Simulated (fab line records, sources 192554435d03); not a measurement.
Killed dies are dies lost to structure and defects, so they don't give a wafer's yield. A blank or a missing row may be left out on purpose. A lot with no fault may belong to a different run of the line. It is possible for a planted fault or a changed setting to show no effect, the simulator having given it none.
Split-lot trial ; flow n5Finfet ; on a route of 1938 steps: 7 lots, 39 wafers read

## ON THE SPLIT
At N5_BEOL_M0_SAQP_DESCUM_19 (chemistry O2, time 7.9 s), the setting timeS was moved away from the recipe's 7.9 s on 18 of the 39 wafers read, by -59.5% to +50.3%. This setting was run at the recipe's value on the other wafers.

Reading taken at the split's own step.

## THE READING
CAR-ArF_of_BEOL_M0_SAQP_COAT_08.thkNm (the simulator's own value, which no gauge read), in nm, at N5_BEOL_M0_SAQP_DESCUM_19 (chemistry O2, time 7.9 s). There is no usual value for it anywhere in the file. Across the 21 wafers here that went through the recipe, the average is 83.4 nm and the standard deviation 0.3 nm.

wafer;tool, chamber at the split;timeS as run, s;against the recipe;CAR-ArF_of_BEOL_M0_SAQP_COAT_08.thkNm, nm;against lot-mates on the recipe
L075.1;rieDiel-01, 3;3.201;-59.5%;86.2;+3.1
L075.2;rieDiel-01, 1,3;7.9;recipe;83;-
L075.6;rieDiel-01, 1,3;7.9;recipe;83;-
L075.3;rieDiel-01, 0;3.201;-59.5%;85.8;+2.7
L075.5;rieDiel-01, 0;3.201;-59.5%;85.8;+2.7
L075.4;rieDiel-01, 2;7.9;recipe;83.2;-
L078.1;rieDiel-01, 1;11.87;+50.3%;80.6;-2.9
L078.2;rieDiel-01, 0;7.9;recipe;83.2;-
L078.3;rieDiel-01, 2;7.9;recipe;83.6;-
L078.5;rieDiel-01, 2;7.9;recipe;83.6;-
L078.4;rieDiel-01, 3;11.87;+50.3%;81;-2.5
L078.6;rieDiel-01, 1;11.87;+50.3%;80.4;-3.1
L086.1;rieDiel-02, 1,3;4.921;-37.7%;85.2;+2.0
L086.6;rieDiel-02, 1,3;4.921;-37.7%;85.2;+2.0
L086.2;rieDiel-02, 3;7.9;recipe;83;-
L086.3;rieDiel-02, 0;4.921;-37.7%;85.4;+2.2
L086.4;rieDiel-02, 2;7.9;recipe;83.4;-
L086.5;rieDiel-02, 0;7.9;recipe;83.2;-
L089.1;rieDiel-03, 0,1;11.12;+40.8%;81.6;-2.1
L089.4;rieDiel-03, 0,1;11.12;+40.8%;81.6;-2.1
L089.2;rieDiel-03, 3;7.9;recipe;83.4;-
L089.3;rieDiel-03, 2;11.12;+40.8%;81.8;-1.9
L089.5;rieDiel-03, 0,3;7.9;recipe;83.8;-
L089.6;rieDiel-03, 0,3;7.9;recipe;83.8;-
L090.1;rieDiel-02, 2;7.9;recipe;83.6;-
L090.5;rieDiel-02, 0;7.9;recipe;83;-
L090.6;rieDiel-02, 3;7.9;recipe;83.4;-
L088.1;rieDiel-03, 3,1;7.9;recipe;83.6;-
L088.6;rieDiel-03, 3,1;7.9;recipe;83.6;-
L088.2;rieDiel-03, 0;7.9;recipe;83.4;-
L088.3;rieDiel-03, 2;11.52;+45.8%;81.6;-1.9
L088.4;rieDiel-03, 1,0;11.52;+45.8%;81.4;-2.1
L088.5;rieDiel-03, 1,0;11.52;+45.8%;81.4;-2.1
L093.1;rieDiel-01, 1,0;7.9;recipe;83.8;-
L093.5;rieDiel-01, 1,0;7.9;recipe;83.8;-
L093.2;rieDiel-01, 2;7.9;recipe;84;-
L093.3;rieDiel-01, 0;10.3;+30.4%;82.2;-1.7
L093.4;rieDiel-01, 3,1;10.3;+30.4%;82.4;-1.5
L093.6;rieDiel-01, 3,1;10.3;+30.4%;82.4;-1.5
Rows listing several chambers each stand for several wafers; the file does not say which wafer went through which chamber.

FIT RESULTS
A straight line over all 39 wafers: CAR-ArF_of_BEOL_M0_SAQP_COAT_08.thkNm changes by -0.0454 nm for each +1% of timeS; r = -0.98; the points scatter about the line by 0.31 nm.
The same after taking each lot's own level away (the mean of its wafers on the recipe; 39 wafers): -0.0503 nm for each +1%; r = -0.99; scatter 0.2 nm.
Per that fit: largest timeS move, reading shift of 3 nm.
The lots' own levels span 83.07 to 83.87 nm, that is 2.7 times the standard deviation above.
Hence the lot-to-lot level has little effect on the slope; both slopes agree.
Check: +2.97 nm against its lot-mates is what the line predicts for one of the wafers moved furthest among these (-59.5%) when that wafer is left out of the fit. It came out at +3.13 nm against them.

## OTHER SPLITS APPLIED TO THESE WAFERS
Note: prior to the reading, these wafers also went through further splits. Each is held against what the fit with the lots' levels taken away leaves over:
other split on the same wafers;wafers away from the commonest value;r with CAR-ArF_of_BEOL_M0_SAQP_COAT_08.thkNm (lot level and that fit taken away)
N5_MOL_CONTACT_COAG_PRECLEAN_111 timeS;15;-0.13

## THE FILE'S OWN FIT
CAR-ArF_of_BEOL_M0_SAQP_COAT_08.thkNm changes by -0.0503 nm for each +1% of timeS, r = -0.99.
